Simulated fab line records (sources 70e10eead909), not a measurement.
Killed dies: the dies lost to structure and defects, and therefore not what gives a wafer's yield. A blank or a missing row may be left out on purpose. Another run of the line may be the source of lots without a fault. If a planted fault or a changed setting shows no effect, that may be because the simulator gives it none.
What tool caused it?	flow nandHarc	39 wafers from 13 lots sampled at 6 of the route's 1302 steps

== WHAT THE GAUGES READ, wafer by wafer ==
NHARC_P_GATE_CD_MEAS_46: target cd 720 nm. Usual: cdNm at 718.8 nm, with a standard deviation of 1.4.
lot	measured	on	cdNm (nm)	flag
L161	day 5 22:53	cdSem-03	720.6 720.9 720.1	
L163	day 6 18:12	cdSem-02	722.1 719.4 718.3	
L164	day 6 18:55	cdSem-03	717.5 717.2 719.1	
L167	day 8 02:51	cdSem-03	- - -	OFF
L175	day 11 12:11	cdSem-03	720.3 719.7 717.6	
L176	day 11 12:25	cdSem-01	717.0 717.7 720.7	
L177	day 12 07:59	cdSem-01	719.6 720.0 717.8	
L179	day 12 23:41	cdSem-02	717.9 718.9 721.3	
L180	day 13 21:11	cdSem-02	718.0 719.9 719.1	
L181	day 14 03:43	cdSem-01	720.9 720.8 718.5	
L182	day 14 03:53	cdSem-01	719.3 719.1 719.4	
L183	day 14 17:39	cdSem-03	722.3 718.3 717.7	
L184	day 15 01:53	cdSem-01	716.4 719.7 717.8	

NHARC_END_SORT_01. Usual: killedAtArray 59, standard deviation 20; killedAtOther 0.8, standard deviation 1; killedAtPeriphery 3.2, standard deviation 2.1; killedDies 63, standard deviation 21; killedOpen 3.0, standard deviation 1.9; killedShort 2.3, standard deviation 1.5.
lot	measured	on	killedAtArray	killedAtOther	killedAtPeriphery	killedDies	killedOpen	killedShort	flag
L167	day 27 13:29	prober-01	59 68 74	0 0 0	618 609 603	677 677 677	3 1 3	2 1 4	OFF

== WHAT TOOL EACH LOT RAN ON (gives the tool, then ch and the chambers of the sampled wafers, and finally the start) ==
lot	NHARC_P_GATE_HM_DEP_102	NHARC_P_GATE_DEP_103	NHARC_P_GATE_ETCH_32	NHARC_P_GATE_EXPOSE_43
L161	aclDep-02 ch 0, day 5 09:48	pecvd-02 ch 0,1, day 5 10:25	rieSi-04 ch 1,2, day 5 11:47	krfScanner-01 ch 0, day 5 22:44
L163	aclDep-01 ch 0, day 6 04:53	pecvd-03 ch 0,2, day 6 05:35	rieSi-02 ch 1,2,3, day 6 06:53	krfScanner-02 ch 0, day 6 18:03
L164	aclDep-01 ch 0, day 6 05:51	pecvd-03 ch 0,1,2, day 6 06:17	rieSi-03 ch 0,1, day 6 07:32	krfScanner-03 ch 0, day 6 18:46
L167	aclDep-01 ch 0, day 7 13:34	pecvd-01 ch 0,2, day 7 14:19	rieSi-03 ch 2,3, day 7 15:38	krfScanner-03 ch 0, day 8 02:42
L175	aclDep-02 ch 0, day 10 22:41	pecvd-01 ch 0,2, day 10 23:31	rieSi-03 ch 0,2,3, day 11 00:52	krfScanner-03 ch 0, day 11 12:01
L176	aclDep-03 ch 0, day 10 22:58	pecvd-03 ch 1,2, day 10 23:43	rieSi-04 ch 1,2,3, day 11 01:01	krfScanner-01 ch 0, day 11 12:16
L177	aclDep-02 ch 0, day 11 18:44	pecvd-02 ch 0,1,2, day 11 19:13	rieSi-03 ch 1,2,3, day 11 20:31	krfScanner-03 ch 0, day 12 07:50
L179	aclDep-01 ch 0, day 12 10:31	pecvd-01 ch 0,1, day 12 11:13	rieSi-02 ch 0,2, day 12 12:23	krfScanner-02 ch 0, day 12 23:31
L180	aclDep-03 ch 0, day 13 08:06	pecvd-03 ch 0,1,2, day 13 08:45	rieSi-04 ch 0,1,3, day 13 09:59	krfScanner-02 ch 0, day 13 21:01
L181	aclDep-01 ch 0, day 13 14:45	pecvd-01 ch 0,2, day 13 15:18	rieSi-03 ch 1,3, day 13 16:30	krfScanner-02 ch 0, day 14 03:33
L182	aclDep-03 ch 0, day 13 14:52	pecvd-03 ch 0,2, day 13 15:22	rieSi-04 ch 1,2,3, day 13 16:41	krfScanner-02 ch 0, day 14 03:43
L183	aclDep-01 ch 0, day 14 04:34	pecvd-03 ch 0,1,2, day 14 05:17	rieSi-02 ch 1,2, day 14 06:28	krfScanner-02 ch 0, day 14 17:29
L184	aclDep-02 ch 0, day 14 12:46	pecvd-03 ch 0,1, day 14 13:22	rieSi-02 ch 0,2, day 14 14:38	krfScanner-03 ch 0, day 15 01:44
- NHARC_P_GATE_HM_DEP_102: deposits aC, target thk 120 nm.
- NHARC_P_GATE_DEP_103: deposits SiON, target thk 30 nm.
- NHARC_P_GATE_ETCH_32: etches the open film in HBr/Cl2, target depth 150 nm, time 100.1 s.
- NHARC_P_GATE_EXPOSE_43: exposes mask P NSD, target cd 720 nm.

== AS READ BY THE TOOLS THEMSELVES (means over the sampled wafers that have a number; for cases with no such wafer, the mark the record gives instead) ==
NHARC_P_GATE_HM_DEP_102. Usual: throttleValvePct at 34.999 %, with a standard deviation of 0.0095.
lot	tool	throttleValvePct (%)	flag
L161	aclDep-02	34.995	
L163	aclDep-01	35.000	
L164	aclDep-01	35.001	
L167	aclDep-01	34.998	
L175	aclDep-02	35.005	
L176	aclDep-03	35.002	
L177	aclDep-02	35.002	
L179	aclDep-01	35.004	
L180	aclDep-03	35.006	
L181	aclDep-01	35.002	
L182	aclDep-03	35.002	
L183	aclDep-01	35.001	
L184	aclDep-02	35.010	

NHARC_P_GATE_DEP_103. Usual: heaterPowerW at 764 W, with a standard deviation of 68.
lot	tool	heaterPowerW (W)	flag
L161	pecvd-02	718	
L163	pecvd-03	777	
L164	pecvd-03	796	
L167	pecvd-01	710	
L175	pecvd-01	684	
L176	pecvd-03	789	
L177	pecvd-02	849	
L179	pecvd-01	718	
L180	pecvd-03	735	
L181	pecvd-01	693	
L182	pecvd-03	743	
L183	pecvd-03	684	
L184	pecvd-03	798	

NHARC_P_GATE_ETCH_32. Usual: drypumpMotorCurrentA 5.9 A, standard deviation 0.45; hbrFlowSccm 150.0 sccm, standard deviation 0.42; oesProductAu 1.003 a.u., standard deviation 0.0094; throttleValvePct 26.406 %, standard deviation 0.0099.
lot	tool	drypumpMotorCurrentA (A)	hbrFlowSccm (sccm)	oesProductAu (a.u.)	throttleValvePct (%)	flag
L161	rieSi-04	6.3	149.9	1.003	26.413	
L163	rieSi-02	5.9	149.9	1.000	26.416	
L164	rieSi-03	6.3	150.0	1.000	26.412	
L167	rieSi-03	5.3	149.9	1.009	26.407	
L175	rieSi-03	5.7	149.7	1.007	26.411	
L176	rieSi-04	6.3	150.2	1.007	26.410	
L177	rieSi-03	5.5	150.0	0.998	26.404	
L179	rieSi-02	5.9	149.5	0.997	26.408	
L180	rieSi-04	6.0	150.0	1.005	26.403	
L181	rieSi-03	5.7	150.0	1.003	26.404	
L182	rieSi-04	6.3	149.6	1.006	26.399	
L183	rieSi-02	5.9	150.3	0.990	26.405	
L184	rieSi-02	5.9	150.4	1.000	26.408	

== THE ANSWER, worked out from the rows above alone ==
Rule: take the mean of a lot's wafers that have a number; if it is more than 3 standard deviations from the usual mean, the lot is off. Also off: a lot with no number at a reading for which 4 or more lots have one. Where the step has rows for the other lots, those lots are counted as sound. First the gauges in route order, then the tools' own readings, where a lot's mean is used as printed above. At the first step where some lot is off, the reading lying furthest off is the one used; lots without a number count as furthest.
Off: L167 (NHARC_P_GATE_CD_MEAS_46, cdNm). Without a number there: L167.
If a tool, at a process step before that reading, ran all the lots that are off and no sound lot after the first of them, it fits. Not tried: the gauges at NHARC_P_GATE_CD_MEAS_46; whatever is off there is also off at NHARC_END_SORT_01, on other tools, and gauge error can't account for it. Not one of the candidates tried fits.

== WHAT THE SIMULATOR HAD PUT IN ==
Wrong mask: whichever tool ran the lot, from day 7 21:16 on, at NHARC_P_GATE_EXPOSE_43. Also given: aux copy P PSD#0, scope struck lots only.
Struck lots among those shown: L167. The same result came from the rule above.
